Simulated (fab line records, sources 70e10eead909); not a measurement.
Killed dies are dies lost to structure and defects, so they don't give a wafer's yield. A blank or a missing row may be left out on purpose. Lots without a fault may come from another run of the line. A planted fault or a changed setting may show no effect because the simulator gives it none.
Tool commonality check | flow nand_harc | 12 lots, 36 wafers sampled

WHY IT WAS OPENED
At NHARC_P_ZERO_WELL_CD_MEAS_52 the reading cd_nm is flagged on 1 of 12 lots. Wafers without a fault read 1999.8 nm, standard deviation 1.5.
Rule: a lot is flagged when every wafer of it that has a number lies more than 4 standard deviations from that mean, or none has a number. The other lots count as sound.

lot  | measured     | on        | cd_nm (nm), wafer by wafer | flag
L491 | day 2 01:38  | cd_sem-02 | 1999.2 2001.6 1999.2       |
L492 | day 2 12:30  | cd_sem-01 | 2000.1 1999.2 2001.2       |
L494 | day 3 07:46  | cd_sem-03 | 2001.4 2000.5 1998.8       |
L495 | day 3 17:47  | cd_sem-01 | 2000.4 1998.6 2003.3       |
L497 | day 4 14:02  | cd_sem-03 | 1899.7 1902.9 1902.0       | FLAGGED
L498 | day 4 23:59  | cd_sem-03 | 2000.1 2002.5 2000.0       |
L507 | day 8 20:11  | cd_sem-02 | 1997.9 2000.1 1995.5       |
L508 | day 9 03:53  | cd_sem-01 | 1996.8 1999.4 1999.3       |
L509 | day 9 13:55  | cd_sem-02 | 2000.8 2000.3 2002.3       |
L510 | day 10 00:50 | cd_sem-03 | 2001.3 2001.7 1997.6       |
L511 | day 10 10:02 | cd_sem-03 | 1999.6 1998.9 1998.6       |
L513 | day 11 05:49 | cd_sem-01 | 2001.6 1998.2 1999.1       |
The numbers of the flagged lots are 1901.5 nm on average: -98.3 nm against the usual, or -66 standard deviations.

WHICH TOOL RAN EACH LOT
The record holds 1 process step before the reading, out of a route of 1302 steps. In each cell: the tool, then ch and the chambers that the sampled wafers went through, then the start.
lot  | flag    | NHARC_P_ZERO_WELL_EXPOSE_49
L491 |         | krf_scanner-04 ch 0, day 2 01:29
L492 |         | krf_scanner-04 ch 0, day 2 12:20
L494 |         | krf_scanner-02 ch 0, day 3 07:37
L495 |         | krf_scanner-01 ch 0, day 3 17:39
L497 | FLAGGED | krf_scanner-01 ch 0, day 4 13:53
L498 |         | krf_scanner-01 ch 0, day 4 23:50
L507 |         | krf_scanner-01 ch 0, day 8 20:02
L508 |         | krf_scanner-04 ch 0, day 9 03:43
L509 |         | krf_scanner-02 ch 0, day 9 13:46
L510 |         | krf_scanner-02 ch 0, day 10 00:41
L511 |         | krf_scanner-02 ch 0, day 10 09:53
L513 |         | krf_scanner-01 ch 0, day 11 05:40
What these steps do:
- NHARC_P_ZERO_WELL_EXPOSE_49: exposes mask P HVPW, target cd 2000 nm.
- NHARC_P_ZERO_WELL_CD_MEAS_52: target cd 2000 nm.

FLAGGED OVER TOTAL, TOOL BY TOOL (the gauges that took the reading come last)
step                         | tool           | lots run | flagged | share of the flagged lots | sound lots run after its first flagged lot
NHARC_P_ZERO_WELL_EXPOSE_49  | krf_scanner-01 | 5        | 1       | all                       | 3 (L498,L507,L513)
NHARC_P_ZERO_WELL_EXPOSE_49  | krf_scanner-02 | 4        | 0       | none                      | -
NHARC_P_ZERO_WELL_EXPOSE_49  | krf_scanner-04 | 3        | 0       | none                      | -
NHARC_P_ZERO_WELL_CD_MEAS_52 | cd_sem-01      | 4        | 0       | none                      | -
NHARC_P_ZERO_WELL_CD_MEAS_52 | cd_sem-02      | 3        | 0       | none                      | -
NHARC_P_ZERO_WELL_CD_MEAS_52 | cd_sem-03      | 5        | 1       | all                       | 3 (L498,L510,L511)

WHAT THE TABLE ALLOWS
2 rows of the table ran every flagged lot: krf_scanner-01 at NHARC_P_ZERO_WELL_EXPOSE_49, cd_sem-03 at NHARC_P_ZERO_WELL_CD_MEAS_52.
- krf_scanner-01 at NHARC_P_ZERO_WELL_EXPOSE_49: 1 of its 5 lots flagged. Sound lots ran on it after the first flagged one (L498, L507, L513), which a lasting fault on the whole tool wouldn't allow.
- cd_sem-03 at NHARC_P_ZERO_WELL_CD_MEAS_52: 1 of its 5 lots flagged. Sound lots ran on it after the first flagged one (L498, L510, L511), which a lasting fault on the whole tool wouldn't allow.
No row of the table ran every flagged lot and no sound lot after the first.

WHAT THE SIMULATOR HAD PUT IN
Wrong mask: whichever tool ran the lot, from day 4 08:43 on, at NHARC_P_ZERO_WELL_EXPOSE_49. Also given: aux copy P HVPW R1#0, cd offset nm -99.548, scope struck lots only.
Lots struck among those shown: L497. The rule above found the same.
